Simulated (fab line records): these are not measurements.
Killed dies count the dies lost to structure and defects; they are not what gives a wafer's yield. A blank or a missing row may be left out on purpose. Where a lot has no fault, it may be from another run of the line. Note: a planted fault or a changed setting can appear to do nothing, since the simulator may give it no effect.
Which tool is to blame? + flow nand harc + 6 lots, 16 wafers sampled, at 3 steps of a route of 1159

== WHAT THE GAUGES READ, wafer by wafer ==
NHARC_A_M1_CD_MEAS_09: the cd target is 120 nm.
| lot  | measured     | on        | cd nm (nm)        |
|------|--------------|-----------|-------------------|
| L299 | day 18 06:27 | cd sem-02 | 120.5 120.0 120.3 |
| L307 | day 20 02:16 | cd sem-03 | 120.2 120.4 120.0 |
| L311 | day 22 02:59 | cd sem-01 | 126.6 125.8       |
| L317 | day 23 01:31 | cd sem-01 | 120.3 120.4 120.2 |
| L318 | day 23 13:50 | cd sem-03 | 120.2 119.8 120.6 |
| L320 | day 25 08:13 | cd sem-02 | 121.0 121.1 120.6 |

== WHAT TOOL EACH LOT RAN ON (gives the tool, then ch and the chambers of the sampled wafers, and finally the start) ==
| lot  | NHARC_A_M0_ANNEAL_30             | NHARC_A_M1_EXPOSE_06               |
|------|----------------------------------|------------------------------------|
| L299 | rtp anneal-02 ch 0, day 18 04:03 | arfi scanner-02 ch 0, day 18 06:18 |
| L307 | rtp anneal-01 ch 0, day 20 00:08 | arfi scanner-01 ch 0, day 20 02:08 |
| L311 | rtp anneal-02 ch 0, day 22 00:46 | arfi scanner-01 ch 0, day 22 02:50 |
| L317 | rtp anneal-01 ch 0, day 22 23:19 | arfi scanner-02 ch 0, day 23 01:22 |
| L318 | rtp anneal-02 ch 0, day 23 11:49 | arfi scanner-03 ch 0, day 23 13:43 |
| L320 | rtp anneal-01 ch 0, day 25 06:05 | arfi scanner-02 ch 0, day 25 08:05 |
- NHARC_A_M0_ANNEAL_30: time 90 s.
- NHARC_A_M1_EXPOSE_06: exposes mask A M1, target cd 120 nm.

== THE ANSWER, worked out from the rows above alone ==
Rule: the usual values come from the lots themselves. The widest of any qualifying gaps counts: lots, ordered by their means at a reading, are off when they make up no more than a third of the lots, leave a main group of 4 or more, and stand apart from it by 3 or more times the standard deviation of that group's means. Not used: any main group whose means are identical at the precision the tables above print for the reading. Also off: a lot with no number at a reading for which 4 or more lots have one. All remaining lots with rows at the step are treated as sound.
Off, at NHARC_A_M1_CD_MEAS_09 on cd nm: L311. Mean 120.4 nm and standard deviation 0.27 in the main group.
A tool fits if, at a process step before that reading, it ran every lot that is off, and no sound lot after the first of them. Gauges at NHARC_A_M1_CD_MEAS_09: tried the same way as those tools. One fits: NHARC_A_M1_EXPOSE_06 on arfi scanner-01. Its last sound lot is L307 (day 20 02:08), its first lot that is off L311 (day 22 02:50): a fault that began between those two fits.

== WHAT THE SIMULATOR HAD INSERTED ==
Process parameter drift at NHARC_A_M1_EXPOSE_06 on arfi scanner-01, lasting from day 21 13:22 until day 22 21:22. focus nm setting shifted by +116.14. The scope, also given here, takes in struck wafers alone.
Struck lots among those shown: L311. Same finding as the rule above.
